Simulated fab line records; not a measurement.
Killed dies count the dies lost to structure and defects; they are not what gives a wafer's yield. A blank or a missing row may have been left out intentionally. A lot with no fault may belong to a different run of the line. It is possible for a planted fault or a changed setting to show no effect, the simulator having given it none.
fab line records	flow nandHarc
[record] lots = 6	wafers = 18	lastDay = 33
route steps=1302 shown A_CONTACT@990 END@1302
lots untouched by any fault: they come from a run of this same line in which no faults occurred
startH: hours from the record's opening day to when the first of the lot's shown wafers began	waitH: hours since the lot's step before	" identical to the entry in the row above	L1.1+2: one row covering several wafers at once	- no value, or no start was given	* or withheld: withheld	< > ~ a bound
route shown NAME@n: NAME is a module with steps in the file, n the number in the route of the first one	usual: the fault-free wafers' mean and standard deviation	same: alike in all rows	chamber/n: place in a boat	sites: readings site by site	_std_site: how widely they spread, as a standard deviation	_edge_site: mean of outer sites minus mean of inner sites	radiusMm: for every site, how far away it sits from the centre of the wafer	mask NAME#n: copy n	behind: the last tool/chamber to shape the wafer	hold: reason for holding the lot/hours on hold/outcome of the hold	device: whichever transistor did not switch (one of n, p or np)	end of line: the route-end tests of the same wafers	a step given without rows: its recipe and nothing more	killed: not the wafer's yield, but the dies lost to structure and defects at the first sort	map: per-die view of a wafer (x killed, . not killed, _ where there is no die)
set.NAME: the setting as run; set.NAME@STEP: as run at that earlier step	model.NAME: the simulator's own value behind a step, which no gauge read
lots at some steps of the route; a table a step, a row a wafer
services: the hour from which a tool's chamber was out of use, counted from the record's first day as startH (under 0 if before that day), plus the number of hours and why
[[steps]]
[step NHARC_A_CONTACT_COAT_35]
[recipe] tempC = 225	timeS = 65
[step NHARC_A_CONTACT_COAT_36]
[recipe] spinRpm = 1500	resistThkNm = 90
[step NHARC_A_CONTACT_SOFTBAKE_37]
[recipe] tempC = 105	timeS = 55
[step NHARC_A_CONTACT_EBR_38]
[step NHARC_A_CONTACT_EXPOSE_39]
[recipe] na = 1.35	sigmaOuter = 0.8	doseMj = 58.79	maskId = A_CC_3
[step NHARC_A_CONTACT_PEB_40]
[recipe] pebTempC = 100	pebTimeS = 65
[step NHARC_A_CONTACT_DEVELOP_41]
[recipe] developTimeS = 35	devTempC = 23
[step NHARC_A_CONTACT_CD_MEAS_42]
[recipe] targetCdNm = 300	landingEnergyEv = 500
[usual] cdNm = 299.9/0.58
lot.wafer	tool	chamber	startH	waitH	cdNm
L362.1	cdSem-03	0	521.39	-	299.3
L362.2	"	0	"	"	299.1
L362.6	"	0	"	"	299.6
L364.2	cdSem-03	0	556.09	-	300.6
L364.3	"	0	"	"	299.7
L364.5	"	0	"	"	301.1
L372.1	cdSem-03	0	611.21	-	299.0
L372.2	"	0	"	"	299.9
L372.3	"	0	"	"	299.9
L374.4	cdSem-02	0	644.33	-	300.3
L374.5	"	0	"	"	299.9
L374.6	"	0	"	"	299.1
L377.2	cdSem-02	0	682.98	-	300.5
L377.3	"	0	"	"	300.4
L377.4	"	0	"	"	300.2
L381.1	cdSem-03	0	717.23	-	299.9
L381.2	"	0	"	"	299.9
L381.4	"	0	"	"	300.0
[step NHARC_A_CONTACT_OVL_MEAS_43]
[usual] overlayXNm = 0.1/0.79	overlayYNm = -0.1/0.88
lot.wafer	tool	chamber	startH	waitH	overlayXNm	overlayYNm
L362.1	overlay-02	-	521.48	-	1.7	0.4
L362.2	"	-	"	"	1.6	0.9
L362.6	"	-	"	"	1.6	0.6
L364.2	overlay-02	-	556.18	-	-0.5	0.0
L364.3	"	-	"	"	-0.7	-0.4
L364.5	"	-	"	"	-0.5	0.2
L372.1	overlay-02	-	611.30	-	0.6	-1.3
L372.2	"	-	"	"	-0.5	-1.7
L372.3	"	-	"	"	0.2	-1.6
L374.4	overlay-01	-	644.42	-	1.4	0.4
L374.5	"	-	"	"	1.4	0.0
L374.6	"	-	"	"	1.4	-0.2
L377.2	overlay-02	-	683.07	-	0.2	-1.6
L377.3	"	-	"	"	0.5	-1.5
L377.4	"	-	"	"	0.3	-0.8
L381.1	overlay-01	-	717.32	-	0.3	-1.4
L381.2	"	-	"	"	1.0	-1.5
L381.4	"	-	"	"	0.4	-1.3
[step NHARC_A_CONTACT_INSPECT_44]
[usual] rawDefectCount = 83/41
lot.wafer	tool	chamber	startH	waitH	rawDefectCount
L362.1	defectInspect-01	-	521.52	0.0	68
L362.2	"	-	"	"	59
L362.6	"	-	"	"	54
L364.2	defectInspect-02	-	556.21	0.0	27
L364.3	"	-	"	"	25
L364.5	"	-	"	"	29
L372.1	defectInspect-01	-	611.34	0.0	64
L372.2	"	-	"	"	87
L372.3	"	-	"	"	94
L374.4	defectInspect-01	-	644.45	0.0	153
L374.5	"	-	"	"	138
L374.6	"	-	"	"	126
L377.2	defectInspect-01	-	683.10	0.0	91
L377.3	"	-	"	"	109
L377.4	"	-	"	"	100
L381.1	defectInspect-01	-	717.36	0.0	88
L381.2	"	-	"	"	83
L381.4	"	-	"	"	71
[step NHARC_A_CONTACT_DESCUM_47]
[recipe] timeS = 3	o2FlowSccm = 200	arFlowSccm = 0	biasPowerW = 0	chemistry = O2
[step NHARC_A_CONTACT_ETCH_48]
[recipe] targetDepthA = 390	overEtchFrac = 0.3	timeS = 65	ionEnergyEv = 80	cf4FlowSccm = 150	arFlowSccm = 0	rfW = 300	biasW = 100	chemistry = CF4
[step NHARC_A_CONTACT_ETCH_49]
[recipe] targetDepthA = 2600	overEtchFrac = 0.3	timeS = 475.3	ionEnergyEv = 200	n2FlowSccm = 150	h2FlowSccm = 150	arFlowSccm = 0	rfW = 400	biasW = 150	chemistry = N2/H2
[usual] drypumpMotorCurrentA = 5.7/0.38	oesProductAu = 1.000/0.0088	rfVppV = 428.6/2.7	showerheadPlenumPTorr = 1.97/0.092	throttleValvePct = 14.171/0.0099
lot.wafer	tool	chamber	startH	waitH	drypumpMotorCurrentA	oesProductAu	rfHoursCounterH	rfVppV	showerheadPlenumPTorr	throttleValvePct
L362.1	rieDiel-08	1	521.79	-	4.8	0.991	52	429.2	1.99	14.170
L362.2	"	3	"	"	6.1	1.013	45	426.1	1.91	14.170
L362.6	"	1	"	"	4.8	0.991	-	428.8	1.99	14.188
L364.3	rieDiel-09	2	556.49	-	5.6	1.003	7	426.7	1.89	14.155
L364.2	"	0	"	"	5.3	1.005	8	432.8	2.16	14.179
L364.5	"	2	"	"	5.7	0.995	-	427.3	1.89	14.169
L372.3	rieDiel-09	3	611.58	-	6.2	0.996	19	426.4	1.90	14.173
L372.1	"	0	"	"	5.3	1.004	23	433.5	2.15	14.175
L372.2	"	2	"	"	5.7	1.026	17	426.2	1.89	14.171
L374.4	rieDiel-09	3	644.72	-	6.2	0.990	23	426.9	1.90	14.192
L374.5	"	2	"	"	5.6	1.015	-	426.6	1.89	14.186
L374.6	"	3	"	"	6.2	0.999	-	426.5	1.90	14.170
L377.3	rieDiel-08	2	683.34	-	5.9	0.998	37	428.6	1.99	14.177
L377.4	"	3	"	"	6.1	0.994	45	425.9	1.89	14.169
L377.2	"	0	"	"	5.3	1.016	44	429.1	2.00	14.177
L381.2	rieDiel-11	1	717.62	-	5.8	1.003	35	428.5	1.96	14.169
L381.1	"	2	"	"	6.3	1.008	30	425.8	1.91	14.160
L381.4	"	1	"	"	5.8	0.993	-	428.5	1.96	14.160
[step NHARC_A_CONTACT_ETCH_50]
[recipe] targetDepthA = 1210	timeS = 60.5	cf4FlowSccm = 100	chf3FlowSccm = 30	arFlowSccm = 0	rfW = 500	biasW = 200	chemistry = CF4/CHF3
[step NHARC_A_CONTACT_ETCH_51]
[recipe] targetDepthA = 70000	overEtchFrac = 0.3	timeS = 1820	ionEnergyEv = 150	o2FlowSccm = 400	cosFlowSccm = 20	arFlowSccm = 0	rfW = 500	biasW = 300	chemistry = O2/COS
[step NHARC_A_CONTACT_ETCH_111]
[recipe] sourceW = withheld	pressureMtorr = 20	biasV = withheld	timeS = 140	targetDepthA = 7000	arFlowSccm = withheld	c4f8FlowSccm = withheld	o2FlowSccm = withheld	chemistry = C4F8/O2/Ar
[step NHARC_A_CONTACT_ETCH_112]
[recipe] sourceW = withheld	pressureMtorr = 20	biasV = 3000	timeS = 190	targetDepthA = 18500	arFlowSccm = withheld	c4f8FlowSccm = withheld	o2FlowSccm = withheld	chemistry = C4F8/O2/Ar
[step NHARC_A_CONTACT_ETCH_113]
[recipe] sourceW = withheld	pressureMtorr = 20	biasV = 3000	timeS = 190	targetDepthA = 18500	arFlowSccm = withheld	c4f8FlowSccm = withheld	o2FlowSccm = withheld	chemistry = C4F8/O2/Ar
[step NHARC_A_CONTACT_ETCH_114]
[recipe] sourceW = withheld	pressureMtorr = 20	biasV = 3000	timeS = 190	targetDepthA = 18500	arFlowSccm = withheld	c4f8FlowSccm = withheld	o2FlowSccm = withheld	chemistry = C4F8/O2/Ar
lot.wafer	tool	chamber	startH	waitH	rfHoursCounterH
L362.2	harCapEtch-03	0	523.93	0.1	46
L362.1	"	1	"	"	46
L362.6	"	1	"	"	-
L364.2	harCapEtch-01	1	558.64	0.1	5
L364.3	"	1	"	"	-
L364.5	"	0	"	"	-
L372.1	harCapEtch-01	0	613.77	0.1	21
L372.2	"	1	"	"	21
L372.3	"	1	"	"	-
L374.4	harCapEtch-01	0	646.97	0.1	-
L374.5	"	1	"	"	-
L374.6	"	0	"	"	-
L377.2	harCapEtch-01	1	685.56	0.1	31
L377.4	"	0	"	"	-
L377.3	"	1	"	"	-
L381.2	harCapEtch-03	1	720.24	0.1	84
L381.1	"	0	"	"	84
L381.4	"	0	"	"	-
[step NHARC_A_CONTACT_ETCH_115]
[recipe] sourceW = withheld	pressureMtorr = 20	biasV = 3000	timeS = 190	targetDepthA = 18500	arFlowSccm = withheld	c4f8FlowSccm = withheld	o2FlowSccm = withheld	chemistry = C4F8/O2/Ar
[step NHARC_A_CONTACT_ETCH_116]
[recipe] sourceW = withheld	pressureMtorr = 20	biasV = 3000	timeS = 190	targetDepthA = 18500	arFlowSccm = withheld	c4f8FlowSccm = withheld	o2FlowSccm = withheld	chemistry = C4F8/O2/Ar
lot.wafer	tool	chamber	startH	waitH	rfHoursCounterH
L362.2	harCapEtch-03	0	524.28	0.1	47
L362.1	"	1	"	"	47
L362.6	"	1	"	"	-
L364.2	harCapEtch-01	1	558.98	0.1	6
L364.3	"	1	"	"	-
L364.5	"	0	"	"	-
L372.1	harCapEtch-01	0	614.11	0.1	21
L372.2	"	1	"	"	21
L372.3	"	1	"	"	-
L374.4	harCapEtch-01	0	647.31	0.1	-
L374.5	"	1	"	"	-
L374.6	"	0	"	"	-
L377.2	harCapEtch-01	1	685.90	0.1	31
L377.4	"	0	"	"	-
L377.3	"	1	"	"	-
L381.2	harCapEtch-03	1	720.59	0.1	84
L381.1	"	0	"	"	84
L381.4	"	0	"	"	-
[step NHARC_A_CONTACT_ETCH_117]
[recipe] sourceW = withheld	pressureMtorr = 20	biasV = 3000	timeS = 190	targetDepthA = 18500	arFlowSccm = withheld	c4f8FlowSccm = withheld	o2FlowSccm = withheld	chemistry = C4F8/O2/Ar
[step NHARC_A_CONTACT_ETCH_118]
[recipe] sourceW = withheld	pressureMtorr = 20	biasV = 3000	timeS = 190	targetDepthA = 18500	arFlowSccm = withheld	c4f8FlowSccm = withheld	o2FlowSccm = withheld	chemistry = C4F8/O2/Ar
[step NHARC_A_CONTACT_ETCH_119]
[recipe] sourceW = withheld	pressureMtorr = 20	biasV = 3000	timeS = 190	targetDepthA = 18500	arFlowSccm = withheld	c4f8FlowSccm = withheld	o2FlowSccm = withheld	chemistry = C4F8/O2/Ar
[step NHARC_A_CONTACT_ETCH_120]
[recipe] sourceW = withheld	pressureMtorr = 20	biasV = 3000	timeS = 190	targetDepthA = 18500	arFlowSccm = withheld	c4f8FlowSccm = withheld	o2FlowSccm = withheld	chemistry = C4F8/O2/Ar
[step NHARC_A_CONTACT_ETCH_121]
[recipe] sourceW = withheld	pressureMtorr = 20	biasV = 3000	timeS = 190	targetDepthA = 18500	arFlowSccm = withheld	c4f8FlowSccm = withheld	o2FlowSccm = withheld	chemistry = C4F8/O2/Ar
[step NHARC_A_CONTACT_ETCH_122]
[recipe] sourceW = withheld	pressureMtorr = 20	biasV = 3000	timeS = 190	targetDepthA = 18500	arFlowSccm = withheld	c4f8FlowSccm = withheld	o2FlowSccm = withheld	chemistry = C4F8/O2/Ar
[step NHARC_A_CONTACT_ETCH_123]
[recipe] sourceW = withheld	pressureMtorr = 20	biasV = 400	timeS = 490	targetDepthA = 21100	arFlowSccm = withheld	c4f8FlowSccm = 11.5	o2FlowSccm = 7.2	chemistry = C4F8/O2/Ar
lot.wafer	tool	chamber	startH	waitH	rfHoursCounterH
L362.2	harCapEtch-03	0	525.47	0.1	48
L362.1	"	1	"	"	48
L362.6	"	1	"	"	-
L364.2	harCapEtch-01	1	560.17	0.1	7
L364.3	"	1	"	"	-
L364.5	"	0	"	"	-
L372.1	harCapEtch-01	0	615.31	0.1	23
L372.2	"	1	"	"	23
L372.3	"	1	"	"	-
L374.4	harCapEtch-01	0	648.68	0.3	-
L374.5	"	1	"	"	-
L374.6	"	0	"	"	-
L377.2	harCapEtch-01	1	687.16	0.2	32
L377.4	"	0	"	"	-
L377.3	"	1	"	"	-
L381.2	harCapEtch-03	1	721.79	0.1	86
L381.1	"	0	"	"	86
L381.4	"	0	"	"	-
[step NHARC_A_CONTACT_ETCH_90]
[recipe] targetDepthA = 400	overEtchFrac = 0.5	timeS = 85.7	ionEnergyEv = 120	ch3fFlowSccm = 50	o2FlowSccm = 30	arFlowSccm = 200	rfW = 500	biasW = 100	chemistry = CH3F/O2
[usual] drypumpMotorCurrentA = 5.7/0.44	oesProductAu = 0.96/0.038	rfVppV = 243.2/1.5	showerheadPlenumPTorr = 2.38/0.098	throttleValvePct = 20.664/0.0086
lot.wafer	tool	chamber	startH	waitH	drypumpMotorCurrentA	oesProductAu	rfHoursCounterH	rfVppV	showerheadPlenumPTorr	throttleValvePct
L362.1	rieDiel-09	2	526.46	0.8	5.6	1.01	3	241.7	2.29	20.657
L362.2	"	0	"	"	5.3	1.00	2	246.1	2.59	20.655
L362.6	"	2	"	"	5.6	1.00	-	240.3	2.29	20.647
L364.2	rieDiel-09	1	561.17	0.9	5.7	0.93	9	241.0	2.28	20.660
L364.3	"	2	"	"	5.6	0.94	9	241.7	2.29	20.669
L364.5	"	0	"	"	5.3	0.93	-	246.1	2.59	20.670
L372.2	rieDiel-08	1	616.28	0.8	4.8	1.01	19	242.0	2.39	20.672
L372.1	"	2	"	"	6.0	1.00	19	243.8	2.40	20.667
L372.3	"	0	"	"	5.3	1.02	19	244.2	2.43	20.668
L374.4	rieDiel-09	3	649.43	0.7	6.2	0.93	24	242.1	2.30	20.663
L374.5	"	1	"	"	5.7	0.92	-	240.3	2.27	20.687
L374.6	"	2	"	"	5.6	0.94	-	241.7	2.28	20.672
L377.4	rieDiel-08	0	688.06	0.7	5.3	0.94	44	243.5	2.42	20.660
L377.3	"	2	"	"	5.9	0.92	39	244.6	2.40	20.663
L377.2	"	3	"	"	6.2	0.92	45	242.5	2.29	20.674
L381.2	rieDiel-09	3	722.78	0.9	6.2	0.98	7	243.0	2.29	20.653
L381.1	"	0	"	"	5.3	0.98	7	246.8	2.58	20.664
L381.4	"	2	"	"	5.6	1.00	-	242.3	2.28	20.666
[step NHARC_A_CONTACT_ETCH_96]
[recipe] targetDepthA = 200	overEtchFrac = 0.5	timeS = 10	ionEnergyEv = 250	c4f6FlowSccm = 25	o2FlowSccm = 20	arFlowSccm = 500	rfW = 600	biasW = 500	chemistry = C4F6/O2
[step NHARC_A_CONTACT_CD_MEAS_53]
[usual] cdNm = 289.8/0.91
lot.wafer	tool	chamber	startH	waitH	cdNm
L362.1	cdSem-02	-	526.67	-	289.3
L362.2	"	-	"	"	289.7
L362.6	"	-	"	"	289.0
L364.2	cdSem-02	-	561.37	-	289.8
L364.3	"	-	"	"	290.5
L364.5	"	-	"	"	289.8
L372.1	cdSem-03	-	616.50	-	290.1
L372.2	"	-	"	"	290.1
L372.3	"	-	"	"	290.2
L374.4	cdSem-03	-	649.62	-	291.0
L374.5	"	-	"	"	290.4
L374.6	"	-	"	"	290.3
L377.2	cdSem-01	-	688.28	-	289.9
L377.3	"	-	"	"	290.0
L377.4	"	-	"	"	289.3
L381.1	cdSem-03	-	723.01	-	289.5
L381.2	"	-	"	"	290.6
L381.4	"	-	"	"	289.6
[step NHARC_A_CONTACT_STRIP_99]
[recipe] n2FlowSccm = 150	h2FlowSccm = 150	arFlowSccm = 0	biasW = 0	chemistry = N2/H2
[step NHARC_A_CONTACT_STRIP_100]
[recipe] cf4FlowSccm = 100	chf3FlowSccm = 30	arFlowSccm = 0	biasW = 0	chemistry = CF4/CHF3
[step NHARC_A_CONTACT_STRIP_101]
[recipe] o2FlowSccm = 400	cosFlowSccm = 20	arFlowSccm = 0	biasW = 0	chemistry = O2/COS
[step NHARC_A_CONTACT_ETCH_102]
[recipe] targetDepthA = 1000	overetchA = 100	timeS = 55	ionEnergyEv = 100	cf4FlowSccm = 80	o2FlowSccm = 20	arFlowSccm = 0	rfW = 300	biasW = 100	chemistry = CF4/O2
[usual] drypumpMotorCurrentA = 5.7/0.44	oesProductAu = 1.000/0.0094	rfVppV = 197.0/1.5	showerheadPlenumPTorr = 1.30/0.061	throttleValvePct = 13.398/0.0087
lot.wafer	tool	chamber	startH	waitH	drypumpMotorCurrentA	oesProductAu	rfHoursCounterH	rfVppV	showerheadPlenumPTorr	throttleValvePct
L362.2	rieDiel-09	3	526.96	0.1	6.2	0.997	2	197.8	1.25	13.404
L362.1	"	2	"	"	5.6	0.986	3	195.9	1.24	13.405
L362.6	"	0	"	"	5.3	0.994	-	199.9	1.41	13.414
L364.2	rieDiel-09	1	561.66	0.1	5.7	0.999	10	197.3	1.24	13.390
L364.3	"	3	"	"	6.2	0.998	8	195.6	1.25	13.399
L364.5	"	0	"	"	5.3	1.012	-	198.9	1.41	13.411
L372.3	rieDiel-08	2	616.79	0.1	5.9	0.995	19	196.4	1.31	13.387
L372.1	"	3	"	"	6.1	0.991	21	196.1	1.25	13.409
L372.2	"	0	"	"	5.3	1.017	19	197.7	1.32	13.406
L374.4	rieDiel-09	3	649.92	0.1	6.2	0.991	24	196.7	1.25	13.399
L374.6	"	1	"	"	5.7	0.993	-	194.6	1.23	13.400
L374.5	"	2	"	"	5.7	1.005	-	195.7	1.24	13.400
L377.4	rieDiel-09	1	688.57	0.1	5.7	0.997	1	200.0	1.45	13.385
L377.3	"	3	"	"	6.2	0.987	1	197.6	1.25	13.394
L377.2	"	0	"	"	5.3	0.992	1	199.5	1.40	13.390
L381.2	rieDiel-09	2	723.34	0.1	5.6	1.010	8	195.0	1.24	13.410
L381.1	"	3	"	"	6.1	0.997	7	195.1	1.24	13.400
L381.4	"	0	"	"	5.3	0.987	-	199.4	1.40	13.391
[step NHARC_A_CONTACT_STRIP_55]
[recipe] o2FlowSccm = 500	arFlowSccm = 0	biasW = 0	chemistry = O2
[step NHARC_A_CONTACT_STRIP_56]
[recipe] timeS = 600	tempC = 30	chemistry = postEtchResidueRemover
[step NHARC_A_CONTACT_DEP_57]
[recipe] targetThkA = 53000	tempC = 400	material = aC
[step NHARC_A_CONTACT_DEP_58]
[recipe] targetThkA = 900	targetThkNm = 90	tempC = 400	pressureTorr = 3.5	flowSccm = 200	rfW = 350	material = SiON
[step NHARC_A_CONTACT_DEHYDRATE_59]
[recipe] tempC = 150	timeS = 120
[step NHARC_A_CONTACT_HMDS_60]
[recipe] timeS = 30
[step NHARC_A_CONTACT_COAT_61]
[recipe] tempC = 260	timeS = 75
[step NHARC_A_CONTACT_DESCUM_74]
[recipe] timeS = 3	o2FlowSccm = 200	arFlowSccm = 0	biasPowerW = 0	chemistry = O2
[usual] drypumpMotorCurrentA = 5.7/0.39	oesProductAu = 1.002/0.0089	rfVppV = 57.5/0.93	showerheadPlenumPTorr = 1.85/0.092	throttleValvePct = 11.311/0.0083
lot.wafer	tool	chamber	startH	waitH	hold	drypumpMotorCurrentA	oesProductAu	rfHoursCounterH	rfVppV	showerheadPlenumPTorr	throttleValvePct
L362.2	rieDiel-09	1	531.81	0.2	-	5.7	0.998	5	56.2	1.77	11.306
L362.1	"	3	"	"	-	6.2	1.011	4	56.8	1.79	11.314
L362.6	"	0	"	"	-	5.3	1.006	-	59.4	2.02	11.317
L364.2	rieDiel-09	0	573.56	0.1	-	5.3	1.005	11	57.0	2.02	11.311
L364.3	"	1	"	"	-	5.6	1.000	12	57.8	1.77	11.314
L364.5	"	0	"	"	-	5.3	1.003	-	58.9	2.02	11.307
L372.1	rieDiel-09	1	625.32	1.8	awaitDispo/1.8h/release	5.6	1.004	25	56.7	1.76	11.292
L372.2	"	2	"	"	awaitDispo/1.8h/release	5.6	1.013	19	57.4	1.78	11.301
L372.3	"	3	"	"	awaitDispo/1.8h/release	6.2	1.006	21	57.3	1.78	11.302
L374.4	rieDiel-09	2	659.80	4.9	awaitDispo/4.4h/release	5.6	1.013	23	58.9	1.77	11.312
L374.5	"	2	"	"	awaitDispo/4.4h/release	5.6	1.017	-	58.5	1.77	11.318
L374.6	"	3	"	"	awaitDispo/4.4h/release	6.2	1.000	-	58.3	1.78	11.320
L377.4	rieDiel-08	1	696.34	0.1	-	4.8	1.005	43	58.6	1.85	11.319
L377.3	"	3	"	"	-	6.1	0.998	46	57.3	1.77	11.305
L377.2	"	0	"	"	-	5.3	1.026	46	57.6	1.88	11.332
L381.4	rieDiel-09	0	728.46	0.2	-	5.3	0.983	8	59.9	2.01	11.324
L381.1	"	1	"	"	-	5.6	0.999	7	57.6	2.07	11.311
L381.2	"	2	"	"	-	5.7	1.008	9	55.7	1.77	11.312
[step NHARC_END_SORT_01]
[recipe] tempC = 25
[usual] killedAtArray = 53/19	killedAtOther = 0.8/1.2	killedAtPeriphery = 3.7/2.3	killedDies = 57/19	killedOpen = 3.2/1.7	killedShort = 2.6/1.8
[same] grossDies = 677
lot.wafer	tool	chamber	startH	waitH	killedAtArray	killedAtOther	killedAtPeriphery	killedDies	killedOpen	killedShort
L364.2	prober-02	0	633.77	2.8	30	1	2	33	3	4
L364.3	prober-02	0	634.57	3.1	31	0	1	32	4	8
L364.5	prober-02	0	636.17	3.7	25	1	0	26	2	1
L372.1	prober-01	0	708.71	2.5	128	0	4	132	4	0
L372.2	prober-01	0	709.52	2.8	138	0	2	140	3	1
L372.3	prober-01	0	710.32	3.1	76	0	1	77	1	2
L374.4	prober-02	0	740.22	3.5	128	0	4	132	3	4
L374.5	prober-02	0	741.04	3.8	157	0	4	161	1	3
L374.6	prober-02	0	741.86	4.1	93	1	0	94	4	1
// killed by level:class
L364.2 A_CHANNEL_HOLE_D2:chamberFilmFlake=9 A_STAIRCASE:chamberFilmFlake=6 A_CHANNEL_HOLE_D1:chamberFilmFlake=3 A_SLIT:chamberFilmFlake=3 A_WL_FILL:geometricParticle:short=2 P_STI:geometricParticle:short=1 P_M1:geometricParticle:open=1 A_CHANNEL_HOLE_D1:geometricParticle:open=1
L364.3 A_CHANNEL_HOLE_D2:chamberFilmFlake=8 A_WL_FILL:geometricParticle:short=4 A_CHANNEL_HOLE_D1:chamberFilmFlake=3 A_SGD_CUT:geometricParticle:short=2 A_CHANNEL_FILL_D1:chamberFilmFlake=2 A_WL_FILL:chamberFilmFlake=2 A_STAIRCASE:chamberFilmFlake=2 P_M1:geometricParticle:open=1
L364.5 A_CHANNEL_HOLE_D2:chamberFilmFlake=9 A_STAIRCASE:chamberFilmFlake=6 A_CHANNEL_HOLE_D1:chamberFilmFlake=2 A_WL_FILL:chamberFilmFlake=2 A_CONTACT:chamberFilmFlake=2 A_ONON_D1:geometricParticle:open=1 A_ONON_D2:geometricParticle:open=1 A_WL_FILL:geometricParticle:short=1
L372.1 A_CONTACT:unspecified=96 A_CHANNEL_HOLE_D1:chamberFilmFlake=13 A_CHANNEL_HOLE_D2:chamberFilmFlake=12 P_M1:chamberFilmFlake=2 A_SLIT:chamberFilmFlake=2 P_CONTACT:geometricParticle:open=1 A_SGD_CUT:geometricParticle:open=1 A_CONTACT:geometricParticle:open=1
L372.2 A_CONTACT:unspecified=93 A_CHANNEL_HOLE_D1:chamberFilmFlake=32 A_CHANNEL_HOLE_D2:chamberFilmFlake=9 P_M0:geometricParticle:open=1 P_M1:geometricParticle:open=1 A_DECK1_JOINT:geometricParticle:open=1 A_M1:geometricParticle:short=1 A_SLIT:chamberFilmFlake=1
L372.3 A_CONTACT:unspecified=33 A_CHANNEL_HOLE_D1:chamberFilmFlake=19 A_CHANNEL_HOLE_D2:chamberFilmFlake=16 A_SLIT:chamberFilmFlake=3 P_CONTACT:geometricParticle:short=1 A_DECK1_JOINT:geometricParticle:short=1 A_ONON_D2:geometricParticle:open=1 A_DECK1_JOINT:chamberFilmFlake=1
L374.4 A_CONTACT:unspecified=37 A_CHANNEL_HOLE_D1:chamberFilmFlake=32 A_SLIT:chamberFilmFlake=26 A_CHANNEL_HOLE_D2:chamberFilmFlake=22 P_CONTACT:chamberFilmFlake=3 A_ONON_D1:geometricParticle:open=2 A_STAIRCASE:chamberFilmFlake=2 P_GATE:geometricParticle:short=1
L374.5 A_CONTACT:unspecified=96 A_CHANNEL_HOLE_D1:chamberFilmFlake=34 A_SLIT:chamberFilmFlake=13 A_DECK1_JOINT:chamberFilmFlake=4 A_CHANNEL_HOLE_D2:chamberFilmFlake=4 A_STAIRCASE:chamberFilmFlake=3 P_CONTACT:chamberFilmFlake=2 P_GATE:geometricParticle:open=1
L374.6 A_CONTACT:unspecified=30 A_SLIT:chamberFilmFlake=30 A_CHANNEL_HOLE_D1:chamberFilmFlake=14 A_CHANNEL_HOLE_D2:chamberFilmFlake=12 A_ONON_D1:geometricParticle:open=1 A_DECK1_JOINT:geometricParticle:open=1 A_CHANNEL_HOLE_D2:geometricParticle:short=1 A_CONTACT:geometricParticle:open=1
[[services]]
tool	chamber	startH	hours	kind
harCapEtch-01	-	498.98	17.0	pm
rieDiel-09	0	506.19	-	clean
rieDiel-09	1	506.19	-	clean
rieDiel-09	2	506.19	-	clean
rieDiel-09	3	506.19	-	clean
rieDiel-09	0	530.69	-	clean
rieDiel-09	1	530.69	-	clean
rieDiel-09	2	530.69	-	clean
rieDiel-09	3	530.69	-	clean
rieDiel-08	-	545.68	9.0	pm
rieDiel-09	0	555.19	-	clean
rieDiel-09	2	583.96	4.6	repair
harCapEtch-03	-	593.66	1.3	repair
rieDiel-11	-	609.52	9.0	pm
rieDiel-11	0	620.33	3.0	repair
rieDiel-09	3	633.77	4.6	repair
rieDiel-11	3	653.03	5.0	repair
rieDiel-11	0	654.31	4.5	repair
rieDiel-11	-	661.24	0.3	repair
rieDiel-09	-	674.19	9.0	pm
rieDiel-11	2	701.72	3.3	repair
rieDiel-11	0	707.98	13.4	repair
rieDiel-09	1	717.57	6.1	repair
rieDiel-08	-	722.70	9.0	pm
[[key]]
[firstSign] step = NHARC_END_SORT_01	reading = killedAtArray	direction = up	sigmas = 3.5	usual = 53	struck = 120	wafersMoved = 4
[effect] step = NHARC_END_SORT_01	reading = killedDies	direction = up	sigmas = 3.4	usual = 57	struck = 123	wafersMoved = 4
[moreKillsBornAt] NHARC_A_CONTACT_ETCH_49@rieDiel-09 = 385
metAt NHARC_A_CONTACT_ETCH_49
struckWafers L372.1,L372.2,L372.3,L374.4,L374.5,L374.6
testerLeftOut L372,L374
onsetBetween 556.49 611.58
[fault] kind = chamberParticleSource	tool = rieDiel-09	chamber = -	onsetH = 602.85	steps = NHARC_A_CONTACT_ETCH_49	ratePerVisitCm2 = 1.6153	endH = 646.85
// testerLeftOut: of these lots the tester's yield and bins aren't shown, on N5 and GAA mostly nor the transistor test; their killed dies are dies lost to structure and defects alone, not to doping, threshold or leakage, so they don't give the yield
